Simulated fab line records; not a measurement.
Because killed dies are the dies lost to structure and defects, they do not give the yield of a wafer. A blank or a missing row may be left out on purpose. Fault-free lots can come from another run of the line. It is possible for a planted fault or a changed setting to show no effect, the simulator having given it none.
fab line records	flow n5Finfet
[record] lots = 7	wafers = 39
route steps=1938 shown BEOL_M5@1160 BEOL_M7@1263 BEOL_M14@1751 PASSIVATION@1930
startH: start of the lot's first displayed wafer, in hours after the record's first day	waitH: hours elapsed since this lot's preceding step	" as in the row above	L1.1+2: a single row standing in for several wafers	- no value, or no start given	* or withheld: withheld	< > ~ a bound
route shown NAME@n: a module of which the file shows steps, and the number in the route of the first	usual: average and standard deviation across the fault-free wafers	same: alike in all rows	chamber/n: place in a boat	sites: each site's reading	_std_site: how widely they spread, as a standard deviation	_edge_site: mean of outer sites minus mean of inner sites	radiusMm: for every site, how far away it sits from the centre of the wafer	mask NAME#n: copy n	behind: tool/chamber where the wafer was last shaped	hold: reason for holding the lot/hours on hold/outcome of the hold	device: which transistor (n, p or np) failed to switch	end of line: the route-end tests of the same wafers	for a step that has no rows: nothing shown but its recipe	killed: count of dies lost to structure and defects at first sort (not the wafer's yield)	map: dies across one wafer; x = killed, . = not, _ = none there
set.NAME: setting as actually run; set.NAME@STEP: the setting as run at that earlier step	model.NAME: the simulator's own value behind a step, which no gauge read
lots with deliberately changed settings; one table per step, one row per wafer
[[steps]]
[step N5_BEOL_M5_TRENCH_ETCH_37]
[recipe] chemistry = C4F6/O2	targetDepthA = 716.52	target = SiCOH_lowk	timeS = 24.7	ionEnergyEv = 250	pressureMtorr = 30	sourceW = 345	biasW = 185	Ar_flow_sccm = 300	C4F6_flow_sccm = 10	O2_flow_sccm = 10
lot.wafer	tool	chamber	startH	waitH	set.targetDepthA	model.etch.depthNm	model.BEOL_M5.featureDepthNm	model.TiN_of_BEOL_M5_HM_DEP_02.thkNm
L074.1	rieDiel-03	1	-	-	716.52	72.6	72.6	17.6
L074.2	"	0	"	"	716.52	71.57	71.6	17.4
L074.6	"	3	"	"	716.52	70.4	70.4	17.6
L075.1	rieDiel-05	3	-	-	486.6	47.52	47.6	18.4
L075.2	"	1	"	"	716.52	72.62	72.6	17.4
L075.3	"	0	"	"	486.6	49.63	49.6	18.2
L075.4	"	2	"	"	486.6	45.84	45.8	17.8
L075.5	"	0	"	"	716.52	73.14	73.2	17.8
L075.6	"	1	"	"	716.52	72.73	72.8	17.6
L080.1	rieDiel-05	3	-	-	847.8	82.75	82.8	17.8
L080.2	"	1	"	"	716.52	72.98	73	18.2
L080.3	"	2	"	"	716.52	68.26	68.2	18.6
L080.4	"	0	"	"	716.52	73.31	73.4	18.2
L080.5	"	1	"	"	847.8	86.35	86.4	17.8
L080.6	"	0	"	"	847.8	87.35	87.4	18.2
L084.1	rieDiel-03	3	-	-	467.6	46.04	46	18.2
L084.2	"	2	"	"	467.6	47.52	47.6	18.2
L084.3	"	1	"	"	716.52	72.62	72.6	18
L084.4	"	0	"	"	467.6	46.08	46	18.4
L084.5	"	3	"	"	716.52	71.07	71	17.4
L084.6	"	2	"	"	716.52	72.28	72.2	17.6
L086.1	rieDiel-03	3	-	-	1144	112.3	112.2	16.2
L086.2	"	2	"	"	716.52	72.36	72.4	17.4
L086.3	"	1	"	"	716.52	71.88	71.8	18
L086.4	"	0	"	"	1144	111.3	111.4	16.4
L086.5	"	0	"	"	716.52	70.7	70.8	17.4
L086.6	"	1	"	"	1144	114.5	114.4	16.6
L088.1	rieDiel-03	3	-	-	716.52	71.71	71.8	18
L088.2	"	2	"	"	716.52	72.36	72.4	18
L088.3	"	1	"	"	716.52	72.76	72.8	18.6
L088.4	"	0	"	"	716.52	71.49	71.4	18
L088.5	"	2	"	"	716.52	73.09	73	18.2
L088.6	"	1	"	"	716.52	72.35	72.4	18
L090.1	rieDiel-06	0	-	-	716.52	69.58	69.6	18.2
L090.2	"	3	"	"	716.52	73.83	73.8	17.4
L090.3	"	1	"	"	716.52	71.16	71.2	17.8
L090.4	"	2	"	"	306.6	31.18	31.2	18.8
L090.5	"	0	"	"	306.6	29.74	29.8	19.4
L090.6	"	1	"	"	306.6	30.39	30.4	19
[step N5_BEOL_M5_ETCH_41]
[recipe] chemistry = CH3F/O2	target = SiCN	targetDepthA = 315	taperDeg = 2	timeS = 56.7	ionEnergyEv = 120	maskMaterial = TiN	pressureMtorr = 30	sourceW = 395	biasW = 75	Ar_flow_sccm = 150	CH3F_flow_sccm = 30	O2_flow_sccm = 20
[step N5_BEOL_M5_STRIP_91]
[recipe] chemistry = N2/H2	timeS = 10	powerW = 450	tempC = 40	pressureMtorr = 20	rfFrequencyHz = 6e+07	biasPowerW = 7	n2FlowSccm = 200	h2FlowSccm = 200
[step N5_BEOL_M5_OCD_MEAS_38]
[usual] trenchDepthNm = 71.4/1.7
lot.wafer	tool	chamber	startH	waitH	set.targetDepthA@BEOL_M5_TRENCH_ETCH_37	trenchDepthNm
L074.1	ocd-01	-	181.88	-	716.52	72.4
L074.2	"	-	"	"	716.52	71.4
L074.6	"	-	"	"	716.52	70.5
L075.1	ocd-01	-	189.86	-	486.6	47.7
L075.2	"	-	"	"	716.52	72.3
L075.3	"	-	"	"	486.6	49.3
L075.4	"	-	"	"	486.6	45.8
L075.5	"	-	"	"	716.52	72.9
L075.6	"	-	"	"	716.52	72.5
L080.1	ocd-01	-	217.31	-	847.8	82.5
L080.2	"	-	"	"	716.52	72.6
L080.3	"	-	"	"	716.52	68.4
L080.4	"	-	"	"	716.52	72.8
L080.5	"	-	"	"	847.8	86.4
L080.6	"	-	"	"	847.8	87.3
L084.1	ocd-01	-	250.51	-	467.6	45.8
L084.2	"	-	"	"	467.6	47.5
L084.3	"	-	"	"	716.52	72.5
L084.4	"	-	"	"	467.6	46.0
L084.5	"	-	"	"	716.52	71.1
L084.6	"	-	"	"	716.52	72.2
L086.1	ocd-02	-	253.09	-	1144	111.9
L086.2	"	-	"	"	716.52	72.3
L086.3	"	-	"	"	716.52	71.7
L086.4	"	-	"	"	1144	111.5
L086.5	"	-	"	"	716.52	70.8
L086.6	"	-	"	"	1144	114.8
L088.1	ocd-01	-	272.29	-	716.52	71.4
L088.2	"	-	"	"	716.52	72.5
L088.3	"	-	"	"	716.52	72.7
L088.4	"	-	"	"	716.52	71.7
L088.5	"	-	"	"	716.52	73.4
L088.6	"	-	"	"	716.52	72.1
L090.1	ocd-02	-	274.93	-	716.52	69.7
L090.2	"	-	"	"	716.52	73.9
L090.3	"	-	"	"	716.52	69.9
L090.4	"	-	"	"	306.6	31.1
L090.5	"	-	"	"	306.6	29.9
L090.6	"	-	"	"	306.6	30.4
[step N5_BEOL_M5_HM_STRIP_39]
[recipe] chemistry = peroxideTinStrip	material = TiN	targetDepthA = 250	tempC = 50	timeS = 158
[step N5_BEOL_M5_SRD_40]
[recipe] timeS = 30	tempC = 23	rinseLiquid = diw	dry = ipaMarangoni
[step N5_BEOL_M5_ECD_50]
[recipe] material = Cu	targetThkA = 3000
[step N5_BEOL_M5_ANNEAL_51]
[recipe] tempC = 225	timeS = 90	ambient = N2
[step N5_BEOL_M5_CMP_52]
[recipe] stopOn = SiCOH_lowk	tOverpolishS = 6.9	downForcePsi = 1	platenRpm = 50	clearingPlatenDownForcePsi = 1.5	clearingPlatenRpm = 50	postCmpClean = cuAlkaline	targetThkNm = 62	clearingPlatenPadVelocityMS = 0.99484	padVelocityMS = 0.99484
lot.wafer	tool	chamber	startH	waitH	set.targetDepthA@BEOL_M5_TRENCH_ETCH_37	model.Cu_of_BEOL_M5_ECD_50.thkNm
L074.2	cmp-03	0	189.78	0.2	716.52	62.8
L074.1	"	2	"	"	716.52	64.6
L074.6	"	3	"	"	716.52	62.6
L075.4	cmp-04	3	196.15	0.1	486.6	35.4
L075.3	"	0	"	"	486.6	39.8
L075.1	"	1	"	"	486.6	36.8
L075.2	"	2	"	"	716.52	60.4
L075.5	"	3	"	"	716.52	62.8
L075.6	"	0	"	"	716.52	62
L080.1	cmp-04	0	223.52	0.3	847.8	72.2
L080.2	"	1	"	"	716.52	61.2
L080.3	"	2	"	"	716.52	57.4
L080.4	"	3	"	"	716.52	63.6
L080.5	"	0	"	"	847.8	77.6
L080.6	"	1	"	"	847.8	76.4
L084.1	cmp-01	0	256.66	0.3	467.6	38.8
L084.3	"	1	"	"	716.52	63.2
L084.4	"	2	"	"	467.6	37.2
L084.2	"	3	"	"	467.6	35.6
L084.5	"	0	"	"	716.52	62
L084.6	"	1	"	"	716.52	61.8
L086.1	cmp-04	0	260.98	0.3	1144	104
L086.4	"	1	"	"	1144	102.2
L086.3	"	2	"	"	716.52	62.4
L086.2	"	3	"	"	716.52	64
L086.6	"	0	"	"	1144	107
L086.5	"	1	"	"	716.52	58.8
L088.1	cmp-01	0	278.99	0.3	716.52	63
L088.2	"	1	"	"	716.52	62
L088.3+6	"	2,0	"	"	716.52	64.6
L088.4	"	3	"	"	716.52	61.4
L088.5	"	1	"	"	716.52	63.6
L090.2	cmp-04	0	282.22	0.2	716.52	64.4
L090.3	"	1	"	"	716.52	60.8
L090.4	"	2	"	"	306.6	19.4
L090.1	"	3	"	"	716.52	59.6
L090.6	"	0	"	"	306.6	19.6
L090.5	"	1	"	"	306.6	19
[step N5_BEOL_M5_THK_MEAS_53]
[recipe] thkMeasGauge = xrf	reads = Cu_of_BEOL_M5_ECD_50
[usual] M5_THK = 61.7/2.3
lot.wafer	tool	chamber	startH	waitH	set.targetDepthA@BEOL_M5_TRENCH_ETCH_37	M5_THK[nm]
L074.1	filmMetro-02	-	190.03	-	716.52	64.5
L074.2	"	-	"	"	716.52	62.5
L074.6	"	-	"	"	716.52	62.4
L075.1	filmMetro-01	-	196.45	-	486.6	36.9
L075.2	"	-	"	"	716.52	60.2
L075.3	"	-	"	"	486.6	39.6
L075.4	"	-	"	"	486.6	35.4
L075.5	"	-	"	"	716.52	62.8
L075.6	"	-	"	"	716.52	61.8
L080.1	filmMetro-01	-	223.82	-	847.8	72.1
L080.2	"	-	"	"	716.52	61.5
L080.3	"	-	"	"	716.52	57.3
L080.4	"	-	"	"	716.52	63.6
L080.5	"	-	"	"	847.8	77.6
L080.6	"	-	"	"	847.8	76.3
L084.1	filmMetro-02	-	256.95	-	467.6	38.7
L084.2	"	-	"	"	467.6	35.7
L084.3	"	-	"	"	716.52	63.2
L084.4	"	-	"	"	467.6	37.2
L084.5	"	-	"	"	716.52	62.1
L084.6	"	-	"	"	716.52	61.8
L086.1	filmMetro-02	-	261.28	-	1144	104.1
L086.2	"	-	"	"	716.52	64.0
L086.3	"	-	"	"	716.52	62.4
L086.4	"	-	"	"	1144	102.2
L086.5	"	-	"	"	716.52	58.8
L086.6	"	-	"	"	1144	106.8
L088.1	filmMetro-01	-	279.29	-	716.52	63.6
L088.2	"	-	"	"	716.52	62.5
L088.3	"	-	"	"	716.52	65.0
L088.4	"	-	"	"	716.52	61.8
L088.5	"	-	"	"	716.52	64.3
L088.6	"	-	"	"	716.52	65.0
L090.1	filmMetro-02	-	282.52	-	716.52	59.3
L090.2	"	-	"	"	716.52	64.5
L090.3	"	-	"	"	716.52	60.6
L090.4	"	-	"	"	306.6	19.4
L090.5	"	-	"	"	306.6	18.9
L090.6	"	-	"	"	306.6	19.5
[step N5_BEOL_M5_PRE_CLEAN_77]
[recipe] gas = NH3/H2	timeS = 15	tempC = *	rfPowerW = 300
[step N5_BEOL_M5_CO_CAP_78]
[recipe] material = Co	targetThkA = 20	tempC = 200	precursor = CCTBA/H2	pressureTorr = 30	timeS = 102.1
[step N5_BEOL_M5_PRE_CLEAN_55]
[recipe] gas = NH3	timeS = 15	tempC = withheld	rfPowerW = 300
[step N5_BEOL_M5_DEP_56]
[recipe] material = SiCN	targetThkA = 80	tempC = withheld	precursor = 3MS/NH3	pressureTorr = 3	rfW = 202	timeS = 14
[step N5_BEOL_M5_RS_MEAS_57]
[recipe] thkMeasGauge = four-point-probe	reads = Co_of_BEOL_M5_CO_CAP_78+Cu_of_BEOL_M5_ECD_50+Co_of_BEOL_M5_CVD_47+TaN_of_BEOL_M5_ALD_86
[usual] M5_RS = 0.389/0.017
lot.wafer	tool	chamber	startH	waitH	set.targetDepthA@BEOL_M5_TRENCH_ETCH_37	M5_RS[ohm/sq]
L074.1	filmMetro-02	-	190.29	0.0	716.52	0.367
L074.2	"	-	"	"	716.52	0.380
L074.6	"	-	"	"	716.52	0.381
L075.1	filmMetro-01	-	196.71	0.0	486.6	0.744
L075.2	"	-	"	"	716.52	0.397
L075.3	"	-	"	"	486.6	0.673
L075.4	"	-	"	"	486.6	0.781
L075.5	"	-	"	"	716.52	0.380
L075.6	"	-	"	"	716.52	0.386
L080.1	filmMetro-01	-	224.08	0.0	847.8	0.321
L080.2	"	-	"	"	716.52	0.392
L080.3	"	-	"	"	716.52	0.424
L080.4	"	-	"	"	716.52	0.375
L080.5	"	-	"	"	847.8	0.295
L080.6	"	-	"	"	847.8	0.301
L084.1	filmMetro-01	-	257.21	0.0	467.6	0.693
L084.2	"	-	"	"	467.6	0.773
L084.3	"	-	"	"	716.52	0.376
L084.4	"	-	"	"	467.6	0.731
L084.5	"	-	"	"	716.52	0.385
L084.6	"	-	"	"	716.52	0.387
L086.1	filmMetro-01	-	261.54	0.0	1144	0.211
L086.2	"	-	"	"	716.52	0.371
L086.3	"	-	"	"	716.52	0.382
L086.4	"	-	"	"	1144	0.214
L086.5	"	-	"	"	716.52	0.410
L086.6	"	-	"	"	1144	0.204
L088.1	filmMetro-01	-	279.55	0.0	716.52	0.378
L088.2	"	-	"	"	716.52	0.386
L088.3	"	-	"	"	716.52	0.367
L088.4	"	-	"	"	716.52	0.390
L088.5	"	-	"	"	716.52	0.373
L088.6	"	-	"	"	716.52	0.367
L090.1	filmMetro-01	-	282.84	0.0	716.52	0.405
L090.2	"	-	"	"	716.52	0.368
L090.3	"	-	"	"	716.52	0.395
L090.4	"	-	"	"	306.6	1.762
L090.5	"	-	"	"	306.6	1.830
L090.6	"	-	"	"	306.6	1.738
[step N5_BEOL_M7_ILD_DEP_00]
[recipe] material = SiCOH_lowk	targetThkA = 1797.5	tempC = 300	precursor = DEMS/porogen	pressureTorr = 5	rfW = 500	timeS = 33.4
lot.wafer	tool	chamber	startH	waitH	set.targetThkA	model.SiCOH_lowk_of_BEOL_M7_ILD_DEP_00.thkNm
L074.1	pecvd-01	2	200.64	0.0	1797.5	180.4
L074.2	"	1	"	"	1797.5	179.8
L074.6	"	1	"	"	1797.5	181.6
L075.1	pecvd-01	1	204.43	0.0	2602	258
L075.2	"	0	"	"	1797.5	184.4
L075.3	"	2	"	"	2602	260.4
L075.4	"	0	"	"	1797.5	187.6
L075.5	"	2	"	"	2602	265.2
L075.6	"	1	"	"	1797.5	180
L080.1	pecvd-01	1	235.12	0.0	752.1	75
L080.2+6	"	2,1	"	"	752.1	75.6
L080.3	"	0	"	"	1797.5	182.2
L080.4	"	0	"	"	1797.5	185.6
L080.5	"	2	"	"	1797.5	178.8
L084.1	pecvd-01	0	266.80	0.0	1797.5	182.6
L084.2	"	1	"	"	1268	126.4
L084.3	"	2	"	"	1268	126.8
L084.4	"	2	"	"	1797.5	184.2
L084.5	"	0	"	"	1268	131.6
L084.6	"	1	"	"	1797.5	184
L086.1	pecvd-02	2	267.41	0.0	1430	140.8
L086.2	"	0	"	"	1797.5	176
L086.3	"	1	"	"	1797.5	178
L086.4	"	0	"	"	1430	141.6
L086.5	"	2	"	"	1430	145
L086.6	"	1	"	"	1797.5	181.2
L088.1+6	pecvd-02	2,0	288.03	0.0	1797.5	179.2
L088.2	"	0	"	"	1797.5	176.6
L088.3	"	1	"	"	2718	272.2
L088.4	"	1	"	"	2718	275.4
L088.5	"	2	"	"	2718	276.2
L090.1	pecvd-02	0	290.78	0.0	1231	123.6
L090.2	"	1	"	"	1797.5	185.2
L090.3	"	2	"	"	1797.5	183.4
L090.4	"	1	"	"	1231	130.2
L090.5	"	2	"	"	1797.5	185.8
L090.6	"	0	"	"	1231	125.4
[step N5_BEOL_M7_CURE_74]
[recipe] tempC = 385	timeS = 240	ambient = He/Ar	material = SiCOH_lowk
lot.wafer	tool	chamber	startH	waitH	set.targetThkA@BEOL_M7_ILD_DEP_00	model.SiCOH_lowk_of_BEOL_M7_ILD_DEP_00.thkNm
L074.1	uvCure-01	1	200.92	0.3	1797.5	155.6
L074.2	"	1	"	"	1797.5	155
L074.6	"	1	"	"	1797.5	156.6
L075.1	uvCure-03	1	204.50	0.0	2602	223.6
L075.2	"	1	"	"	1797.5	159
L075.3	"	1	"	"	2602	225.6
L075.4	"	1	"	"	1797.5	161.8
L075.5	"	1	"	"	2602	229.8
L075.6	"	1	"	"	1797.5	155.2
L080.1	uvCure-02	0	235.19	0.0	752.1	64.2
L080.2+6	"	0	"	"	752.1	64.8
L080.3	"	0	"	"	1797.5	157.2
L080.4	"	0	"	"	1797.5	160.2
L080.5	"	0	"	"	1797.5	154.2
L084.1	uvCure-03	1	266.86	0.0	1797.5	157.4
L084.2	"	1	"	"	1268	108.8
L084.3	"	1	"	"	1268	109
L084.4	"	1	"	"	1797.5	158.8
L084.5	"	1	"	"	1268	113.2
L084.6	"	1	"	"	1797.5	158.6
L086.1	uvCure-02	1	267.48	0.0	1430	121.2
L086.2	"	1	"	"	1797.5	151.6
L086.3	"	1	"	"	1797.5	153.4
L086.4	"	1	"	"	1430	121.8
L086.5	"	1	"	"	1430	124.8
L086.6	"	1	"	"	1797.5	156.2
L088.1	uvCure-03	1	288.10	0.0	1797.5	154.6
L088.2	"	1	"	"	1797.5	152.2
L088.3	"	1	"	"	2718	236
L088.4	"	1	"	"	2718	238.8
L088.5	"	1	"	"	2718	239.6
L088.6	"	1	"	"	1797.5	154.4
L090.1	uvCure-03	0	290.85	0.0	1231	106.2
L090.2	"	0	"	"	1797.5	159.6
L090.3	"	0	"	"	1797.5	158.2
L090.4	"	0	"	"	1231	112
L090.5	"	0	"	"	1797.5	160.4
L090.6	"	0	"	"	1231	107.8
[step N5_BEOL_M7_THK_MEAS_01]
[recipe] reads = SiCOH_lowk_of_BEOL_M7_ILD_DEP_00
[usual] M7_ILD_THK = 155.6/2.5
lot.wafer	tool	chamber	startH	waitH	set.targetThkA@BEOL_M7_ILD_DEP_00	M7_ILD_THK[nm]
L074.1	filmMetro-02	-	201.43	0.4	1797.5	155.5
L074.2	"	-	"	"	1797.5	155.1
L074.6	"	-	"	"	1797.5	156.6
L075.1	filmMetro-02	-	205.01	0.4	2602	223.4
L075.2	"	-	"	"	1797.5	159.0
L075.3	"	-	"	"	2602	225.5
L075.4	"	-	"	"	1797.5	161.8
L075.5	"	-	"	"	2602	229.9
L075.6	"	-	"	"	1797.5	155.4
L080.1	filmMetro-01	-	236.18	0.8	752.1	64.2
L080.2	"	-	"	"	752.1	64.9
L080.3	"	-	"	"	1797.5	157.1
L080.4	"	-	"	"	1797.5	160.2
L080.5	"	-	"	"	1797.5	154.3
L080.6	"	-	"	"	752.1	64.8
L084.1	filmMetro-02	-	267.38	0.4	1797.5	157.6
L084.2	"	-	"	"	1268	108.7
L084.3	"	-	"	"	1268	108.9
L084.4	"	-	"	"	1797.5	158.8
L084.5	"	-	"	"	1268	113.0
L084.6	"	-	"	"	1797.5	158.6
L086.1	filmMetro-02	-	267.99	0.4	1430	121.2
L086.2	"	-	"	"	1797.5	151.7
L086.3	"	-	"	"	1797.5	153.4
L086.4	"	-	"	"	1430	121.8
L086.5	"	-	"	"	1430	124.7
L086.6	"	-	"	"	1797.5	156.2
L088.1	filmMetro-01	-	288.61	0.4	1797.5	154.6
L088.2	"	-	"	"	1797.5	152.2
L088.3	"	-	"	"	2718	236.3
L088.4	"	-	"	"	2718	238.8
L088.5	"	-	"	"	2718	239.4
L088.6	"	-	"	"	1797.5	154.5
L090.1	filmMetro-01	-	291.36	0.4	1231	106.1
L090.2	"	-	"	"	1797.5	159.7
L090.3	"	-	"	"	1797.5	158.1
L090.4	"	-	"	"	1231	112.0
L090.5	"	-	"	"	1797.5	160.3
L090.6	"	-	"	"	1231	107.8
[step N5_BEOL_M14_ETCH_68]
[recipe] chemistry = N2/H2	target = SOC	maskMaterial = SiARC	sourceW = 3000	biasW = 350	tempC = 40	timeS = 450	ionEnergyEv = 200	pressureMtorr = 30	n2FlowSccm = 200	h2FlowSccm = 200
lot.wafer	tool	chamber	startH	waitH	set.targetDepthA	model.SiARC_of_BEOL_M14_COAT_66.thkNm
L074.1+2	rieDiel-01	1,3	256.03	0.1	9000	65
L074.6	"	0	"	"	9000	63.6
L075.1	rieDiel-02	2	266.46	0.1	9000	66.2
L075.2	"	0	"	"	9000	64.6
L075.3+4+6	"	3,1,1	"	"	9000	65.2
L075.5	"	2	"	"	9000	66.6
L080.1	rieDiel-04	1	294.08	0.1	9000	64.8
L080.2+5	"	2,0	"	"	11290	53
L080.3	"	3	"	"	9000	65.6
L080.4	"	0	"	"	9000	64.6
L080.6	"	3	"	"	11290	54.4
L086.1	rieDiel-01	3	321.01	0.1	11440	52.8
L086.2	"	1	"	"	9000	64.2
L086.3	"	0	"	"	11440	50.4
L086.4	"	2	"	"	9000	65.6
L086.5	"	2	"	"	9000	65
L086.6	"	1	"	"	11440	52.6
L084.1	rieDiel-02	2	321.17	0.1	9000	66.2
L084.2+3	"	0,1	"	"	11160	54.2
L084.4	"	3	"	"	9000	65.2
L084.5	"	2	"	"	9000	66
L084.6	"	3	"	"	11160	54.8
L088.1	rieDiel-02	3	351.78	0.1	9000	64.4
L088.2	"	1	"	"	13600	41.4
L088.3	"	0	"	"	9000	65
L088.4	"	2	"	"	9000	66
L088.5	"	2	"	"	13600	43.8
L088.6	"	3	"	"	13600	41.8
L090.1	rieDiel-02	2	364.55	0.1	7187	75.8
L090.2	"	0	"	"	7187	74.4
L090.3+5	"	1,0	"	"	9000	65
L090.4	"	2	"	"	7187	75.6
L090.6	"	1	"	"	9000	65.2
[step N5_PASSIVATION_ETCH_54]
[recipe] chemistry = CHF3/O2	target = SiO2	targetDepthA = 8800	CHF3_flow_sccm = 50	O2_flow_sccm = 5	Ar_flow_sccm = 200	timeS = 440	maskMaterial = PR	pressureMtorr = 30	sourceW = 650	biasW = 170	ionEnergyEv = 200
lot.wafer	tool	chamber	startH	waitH	set.targetDepthA	model.PASSIVATION.featureDepthNm	model.etch.depthNm
L074.1	rieDiel-01	1	283.20	0.1	8800	870.2	870.3
L074.2	"	3	"	"	8800	877.2	877.2
L074.6	"	3	"	"	8800	879.4	879.4
L075.1	rieDiel-01	0	293.58	0.1	8800	899.4	899.4
L075.2	"	3	"	"	8800	877.4	877.4
L075.3	"	1	"	"	8800	868	868
L075.4	"	2	"	"	8800	871.4	871.4
L075.5	"	0	"	"	8800	894.2	894.1
L075.6	"	3	"	"	8800	877.8	877.7
L080.1	rieDiel-01	0	314.63	0.1	8800	908.6	908.6
L080.2	"	2	"	"	8800	882.8	882.8
L080.3	"	3	"	"	8800	885.6	885.5
L080.4	"	1	"	"	8800	879.8	879.9
L080.5	"	2	"	"	8800	882.6	882.5
L080.6	"	3	"	"	8800	887	886.9
L086.1	rieDiel-01	3	344.60	0.1	8800	867.4	867.4
L086.2	"	0	"	"	8800	890.4	890.4
L086.3	"	1	"	"	6722	671.4	671.4
L086.4	"	2	"	"	6722	663.4	663.4
L086.5	"	1	"	"	8800	871.8	871.8
L086.6	"	2	"	"	6722	657	656.9
L084.1	rieDiel-01	0	350.87	0.1	12930	1302	1302
L084.2	"	2	"	"	12930	1274	1274
L084.3	"	1	"	"	8800	883.2	883.2
L084.4	"	3	"	"	8800	876.8	876.8
L084.5	"	0	"	"	8800	893.8	893.8
L084.6	"	3	"	"	12930	1284	1284
L088.1	rieDiel-01	0	378.10	0.1	5769	580.8	580.8
L088.2	"	3	"	"	5769	584.2	584.2
L088.3	"	1	"	"	8800	879.2	879.2
L088.4	"	2	"	"	8800	864.6	864.6
L088.5	"	1	"	"	5769	571.4	571.3
L088.6	"	0	"	"	8800	882.6	882.5
L090.1	rieDiel-02	1	391.37	0.1	8800	867.6	867.6
L090.2	"	0	"	"	12210	1210	1210
L090.3	"	3	"	"	8800	876	876
L090.4	"	2	"	"	8800	818.6	818.6
L090.5	"	1	"	"	12210	1212	1212
L090.6	"	2	"	"	12210	1143	1143
[[key]]
[split] step = N5_BEOL_M5_TRENCH_ETCH_37	setting = targetDepthA	stated = 716.52	by = wafer
[response] step = N5_BEOL_M5_TRENCH_ETCH_37	reading = model.etch.depthNm	change = +0.717	per = 1%	r = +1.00
[response] step = N5_BEOL_M5_TRENCH_ETCH_37	reading = model.BEOL_M5.featureDepthNm	change = +0.717	per = 1%	r = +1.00
[response] step = N5_BEOL_M5_TRENCH_ETCH_37	reading = model.TiN_of_BEOL_M5_HM_DEP_02.thkNm	change = -0.0201	per = 1%	r = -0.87
[response] step = N5_BEOL_M5_OCD_MEAS_38	reading = trenchDepthNm	change = +0.716	per = 1%	r = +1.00
[response] step = N5_BEOL_M5_CMP_52	reading = model.Cu_of_BEOL_M5_ECD_50.thkNm	change = +0.732	per = 1%	r = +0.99
[response] step = N5_BEOL_M5_THK_MEAS_53	reading = M5_THK	change = +0.731	per = 1%	r = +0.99
[response] step = N5_BEOL_M5_RS_MEAS_57	reading = M5_RS	shape = bent	atLowest = 1.777	atStated = 0.384	atHighest = 0.210
[split] step = N5_BEOL_M7_ILD_DEP_00	setting = targetThkA	stated = 1797.5	by = wafer
[response] step = N5_BEOL_M7_ILD_DEP_00	reading = model.SiCOH_lowk_of_BEOL_M7_ILD_DEP_00.thkNm	change = +1.83	per = 1%	r = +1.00
[response] step = N5_BEOL_M7_CURE_74	reading = model.SiCOH_lowk_of_BEOL_M7_ILD_DEP_00.thkNm	change = +1.59	per = 1%	r = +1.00
[response] step = N5_BEOL_M7_THK_MEAS_01	reading = M7_ILD_THK	change = +1.59	per = 1%	r = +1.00
[split] step = N5_BEOL_M14_ETCH_68	setting = targetDepthA	stated = 9000	by = wafer
[response] step = N5_BEOL_M14_ETCH_68	reading = model.SiARC_of_BEOL_M14_COAT_66.thkNm	change = -0.46	per = 1%	r = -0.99
[split] step = N5_PASSIVATION_ETCH_54	setting = targetDepthA	stated = 8800	by = wafer
[response] step = N5_PASSIVATION_ETCH_54	reading = model.PASSIVATION.featureDepthNm	change = +8.64	per = 1%	r = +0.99
[response] step = N5_PASSIVATION_ETCH_54	reading = model.etch.depthNm	change = +8.64	per = 1%	r = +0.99
